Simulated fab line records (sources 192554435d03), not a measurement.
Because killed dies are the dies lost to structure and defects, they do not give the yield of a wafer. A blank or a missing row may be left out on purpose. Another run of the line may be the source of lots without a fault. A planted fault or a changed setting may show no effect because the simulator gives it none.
Split-lot trial	flow n5 finfet	7 lots, 21 wafers read, on a route of 1938 steps

## ON THE SPLIT
At N5_BEOL_M4_COAT_67 (time 60 s, resist thk 60 nm), the setting spin rpm was moved away from the recipe's 1500 rpm on 8 of the 21 wafers read, by -7.3% to +7.1%. The other wafers ran this setting at the recipe's value.

## FROM THE SPLIT TO THE READING: what the file shows between them, 7 steps
- N5_BEOL_M4_COAT_68: time 60 s, resist thk 12 nm
- N5_BEOL_M4_COAT_76: time 60 s, resist thk 5 nm
- N5_BEOL_M4_ALD_98: deposits SiO2, target thk 2.5 nm, pulse time 1 s, co reactant pulse time 1 s
- N5_BEOL_M4_ETCHBACK_99: etches SiO2 in CHF3, target depth 5 nm, time 10.4 s
- N5_BEOL_M4_ETCH_70: etches SOC in N2/H2, target depth 80 nm, overetch 24 nm, time 130 s
- N5_BEOL_M4_STRIP_71: strips in N2/H2
- N5_BEOL_M4_STRIP_78: strips in N2/H2

## THE READING
SOC_of_BEOL_M4_COAT_67.thk nm (the simulator's own value, which no gauge read), in nm, at N5_BEOL_M4_VIA_ETCH_34 (etches the open film in C4F6/O2, target depth 69.4 nm, time 65.9 s). The file gives no usual value for it. Across the 13 wafers here that went through the recipe, the average is 51.9 nm and the standard deviation 0.28 nm.

wafer	tool, chamber at the split	spin rpm as run, rpm	against the recipe	SOC_of_BEOL_M4_COAT_67.thk nm, nm	against lot-mates on the recipe
L074.1	litho track-03, 0	1500	recipe	52	-
L074.4	litho track-03, 0	1500	recipe	51.8	-
L074.6	litho track-03, 0	1500	recipe	51.8	-
L078.1	litho track-05, 0	1500	recipe	51.8	-
L078.2	litho track-05, 0	1607	+7.1%	49.2	-2.6
L078.5	litho track-05, 0	1607	+7.1%	49.6	-2.2
L081.1	litho track-03, 0	1500	recipe	52	-
L081.4	litho track-03, 0	1390	-7.3%	54.4	+2.4
L081.6	litho track-03, 0	1390	-7.3%	54.4	+2.4
L083.1	litho track-04, 0	1593	+6.2%	50.4	-1.6
L083.2	litho track-04, 0	1593	+6.2%	50.4	-1.6
L083.4	litho track-04, 0	1500	recipe	52	-
L084.2	litho track-04, 0	1500	recipe	52.4	-
L084.3	litho track-04, 0	1500	recipe	52.2	-
L084.6	litho track-04, 0	1500	recipe	51.6	-
L093.3	litho track-05, 0	1500	recipe	51.4	-
L093.6	litho track-05, 0	1500	recipe	51.4	-
L093.4	litho track-05, 0	1500	recipe	51.8	-
L094.1	litho track-05, 0	1550	+3.3%	51	-1.0
L094.5	litho track-05, 0	1550	+3.3%	50.6	-1.4
L094.6	litho track-05, 0	1500	recipe	52	-

THE FIT
A straight line over all 21 wafers: SOC_of_BEOL_M4_COAT_67.thk nm changes by -0.319 nm for each +1% of spin rpm; r = -0.97; the points scatter about the line by 0.31 nm.
The same after taking each lot's own level away (the mean of its wafers on the recipe; 21 wafers): -0.316 nm for each +1%; r = -0.98; scatter 0.23 nm.
According to that fit, moving spin rpm by its largest amount changes the reading by 2.3 nm.
The lots' own levels span 51.53 to 52.07 nm, that is 1.9 times the standard deviation above.
Consequently the slope shifts little with the lot-to-lot level, the two slopes agreeing.
Check: +2.31 nm against its lot-mates is what the line predicts for one of the wafers moved furthest among these (-7.3%) when that wafer is left out of the fit. It came out at +2.4 nm against them.

## THE OTHER SPLITS THESE WAFERS WENT THROUGH
Note: prior to the reading, these wafers also went through further splits. Each is held against what the fit with the lots' levels taken away leaves over:
other split on the same wafers	wafers away from the commonest value	r with SOC_of_BEOL_M4_COAT_67.thk nm (lot level and that fit taken away)
N5_BEOL_M2_DESCUM_33 time s	4	+0.18
N5_BEOL_M3_COAT_68 spin rpm	6	+0.10
N5_BEOL_M3_COAT_22 spin rpm	6	-0.15
N5_BEOL_M4_DESCUM_16 time s	7	+0.04

## THE WHOLE CHAIN: every reading that the file lists as answering this split, in the file's order
step	what it does	reading	change (the file's fit)	r (the file's)
N5_BEOL_M4_COAT_67	time 60 s, resist thk 60 nm	SOC_of_BEOL_M4_COAT_67.thk nm (the simulator's own value, which no gauge read)	-0.274 nm for each +1% of the setting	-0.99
N5_BEOL_M4_ETCH_70	etches SOC in N2/H2, target depth 80 nm, overetch 24 nm, time 130 s	etch.depth nm (the simulator's own value, which no gauge read)	-0.286 nm for each +1% of the setting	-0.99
N5_BEOL_M4_VIA_ETCH_34	etches the open film in C4F6/O2, target depth 69.4 nm, time 65.9 s	SOC_of_BEOL_M4_COAT_67.thk nm (the simulator's own value, which no gauge read)	-0.315 nm for each +1% of the setting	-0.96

## FILE'S OWN FIT
SOC_of_BEOL_M4_COAT_67.thk nm changes by -0.315 nm for each +1% of spin rpm, r = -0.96.
